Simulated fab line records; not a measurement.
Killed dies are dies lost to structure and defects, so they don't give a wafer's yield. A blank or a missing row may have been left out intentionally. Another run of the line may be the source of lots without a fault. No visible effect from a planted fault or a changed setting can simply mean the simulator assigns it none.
Chamber matching -- flow nand harc -- NHARC_A_STAIRCASE_DEP_151 on pecvd-04 has 3 sister chambers
The step deposits SiO2, target thk 3800 nm. 6 wafers are shown with their chamber, then 8 later ones without.

## WAFERS, EACH WITH ITS CHAMBER
wafer,chamber,heater power w (W)
L083.3,1,749
L083.5,2,666
L084.3,0,711
L084.5,2,672
L084.6,1,620
L088.1,0,644

## WAFERS WITHOUT THEIR CHAMBER
wafer,heater power w (W)
L088.3,746
L088.4,659
L091.1,730
L091.2,753
L091.3,749
L093.2,724
L093.4,634
L093.6,674

## EACH ONE'S CHAMBER
wafer,from the rows above,in truth
L088.3,can't be placed: 1 or 0 or 2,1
L088.4,can't be placed: 2 or 0 or 1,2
L091.1,can't be placed: 1 or 0 or 2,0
L091.2,can't be placed: 1 or 0 or 2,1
L091.3,can't be placed: 1 or 0 or 2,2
L093.2,can't be placed: 1 or 0 or 2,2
L093.4,can't be placed: 2 or 0 or 1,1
L093.6,can't be placed: 0 or 2 or 1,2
Placed correctly: 0 of 8. From these rows, 8 cannot be placed; in 8 the true chamber is one of the candidates. Number placed wrongly: 0.
How it was worked out, from the rows above alone: a wafer's distance from a chamber is the root of the sum, over the readings, of the square of ((its reading less the chamber's mean) divided by the reading's scatter). If the next closest chamber is less than 2 further off than the closest, the wafer can't be placed; otherwise it belongs to the closest. For every chamber, the mean is computed from those of its wafers that are shown. The scatter: the root of (the sum of the squares of (reading less its chamber's mean) over the shown wafers, divided by (wafers less chambers)).
